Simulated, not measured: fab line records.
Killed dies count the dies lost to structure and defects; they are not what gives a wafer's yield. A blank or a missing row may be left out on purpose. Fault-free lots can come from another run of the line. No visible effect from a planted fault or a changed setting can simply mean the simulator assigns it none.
Split-lot trial | flow n5-finfet | on a route of 1938 steps: 7 lots, 21 wafers read

## SPLIT DETAILS
At N5_SD_EPI_N_EPI_21 (deposits Si:P, time 690 s), the setting temp-c was moved away from the recipe's 680 C on 7 of the 21 wafers read, by -0.7% to +0.4%. For the rest of the wafers, this setting stayed at what the recipe calls for.

## FROM THE SPLIT TO THE READING: what the file shows between them, 8 steps
- N5_SD_EPI_N_PRECLEAN_49: cleans in NF3:NH3, afs cycles 1, time 20 s, sublimation time 60 s (also split here: time-s)
- N5_SD_EPI_N_LINER_46: material SiNx, target thk 3 nm
- N5_SD_EPI_P_EPI_21: deposits SiGe:B, time 355 s
- N5_SD_EPI_P_HM_STRIP_48: strips SiNx in H3PO4, material SiNx, target depth 3 nm
- N5_SD_EPI_P_SRD_49: time 30 s
- N5_SD_EPI_P_PRECLEAN_24: cleans in O3/DIW, time 45 s
- N5_SD_ACTIVATION_RTA_00: time 0 s
- N5_SD_ACTIVATION_LSA_01: time 0.0008 s

## THE READING
Measured at N5_SD_ACTIVATION_RS_MEAS_03 by four-point probe: RS_SD_N, in ohm/sq. A value of 21.84 ohm/sq with a standard deviation of 0.29 ohm/sq is what fault-free wafers of this fab line usually give.

wafer  | tool, chamber at the split | temp-c as run, C | against the recipe | RS_SD_N, ohm/sq | against lot-mates on the recipe
L076.1 | epi-rpcvd-04, 0            | 682.4            | +0.4%              | 20.52           | -0.94
L076.4 | epi-rpcvd-04, 0            | 682.4            | +0.4%              | 20.58           | -0.88
L076.5 | epi-rpcvd-04, 0            | 680              | recipe             | 21.46           | -
L080.1 | epi-rpcvd-01, 0            | 680              | recipe             | 22.18           | -
L080.2 | epi-rpcvd-01, 0            | 675.5            | -0.7%              | 23.64           | +1.60
L080.4 | epi-rpcvd-01, 0            | 680              | recipe             | 21.90           | -
L081.3 | epi-rpcvd-03, 0            | 680              | recipe             | 21.89           | -
L081.4 | epi-rpcvd-03, 0            | 676.4            | -0.5%              | 23.23           | +1.34
L081.5 | epi-rpcvd-03, 0            | 676.4            | -0.5%              | 23.26           | +1.37
L090.4 | epi-rpcvd-03, 0            | 680              | recipe             | 21.97           | -
L090.5 | epi-rpcvd-03, 0            | 680              | recipe             | 21.65           | -
L090.6 | epi-rpcvd-03, 0            | 680              | recipe             | 22.05           | -
L091.2 | epi-rpcvd-03, 0            | 680              | recipe             | 21.87           | -
L091.3 | epi-rpcvd-03, 0            | 680              | recipe             | 21.87           | -
L091.6 | epi-rpcvd-03, 0            | 680              | recipe             | 21.70           | -
L092.2 | epi-rpcvd-01, 0            | 681.6            | +0.2%              | 20.99           | -0.39
L092.4 | epi-rpcvd-01, 0            | 680              | recipe             | 21.32           | -
L092.5 | epi-rpcvd-01, 0            | 680              | recipe             | 21.44           | -
L097.2 | epi-rpcvd-01, 0            | 680              | recipe             | 22.17           | -
L097.3 | epi-rpcvd-01, 0            | 677.5            | -0.4%              | 23.31           | +1.11
L097.4 | epi-rpcvd-01, 0            | 680              | recipe             | 22.22           | -

THE FIT
A straight line over all 21 wafers: RS_SD_N changes by -3.05 ohm/sq for each +1% of temp-c; r = -0.95; the points scatter about the line by 0.27 ohm/sq.
The same after taking each lot's own level away (the mean of its wafers on the recipe; 21 wafers): -2.52 ohm/sq for each +1%; r = -0.99; scatter 0.11 ohm/sq.
The reading moves by 1.7 ohm/sq for the largest change in temp-c, on that fit.
Across the lots, their own levels run from 21.380 to 22.195 ohm/sq, a range of 2.8 times the standard deviation given above.
So the slope is not independent of the lot-to-lot level: the two fits are not the same.
Check: for one of the wafers moved furthest among these (-0.7%), held out of the fit, the line's prediction against its lot-mates is +1.72 ohm/sq. It came out at +1.6 ohm/sq against them.

## FURTHER SPLITS ON THESE WAFERS
Note: prior to the reading, these wafers also went through further splits. Each is held against what the fit with the lots' levels taken away leaves over:
other split on the same wafers | wafers away from the commonest value | r with RS_SD_N (lot level and that fit taken away)
N5_SD_EPI_N_EXPOSE_06 dose-mj  | 10                                   | +0.00
N5_SD_EPI_N_PRECLEAN_49 time-s | 4                                    | -0.35

## THE WHOLE CHAIN: every reading that the file lists as answering this split, in the file's order
step                        | what it does                                           | reading                                                                         | change (the file's fit)              | r (the file's)
N5_SD_EPI_N_EPI_21          | deposits Si:P, time 690 s                              | Si-P_of_SD_EPI_N_EPI_21.thk-nm (the simulator's own value, which no gauge read) | +6.31 nm for each +1% of the setting | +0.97
N5_SD_EPI_P_HM_STRIP_48     | strips SiNx in H3PO4, material SiNx, target depth 3 nm | Si-P_of_SD_EPI_N_EPI_21.thk-nm (the simulator's own value, which no gauge read) | +6.36 nm for each +1% of the setting | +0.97
N5_SD_ACTIVATION_RS_MEAS_03 | measures by four-point-probe                           | RS_SD_N                                                                         | -2.51 for each +1% of the setting    | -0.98

## THE FILE'S OWN FIT
RS_SD_N changes by -2.51 ohm/sq for each +1% of temp-c, r = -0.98.
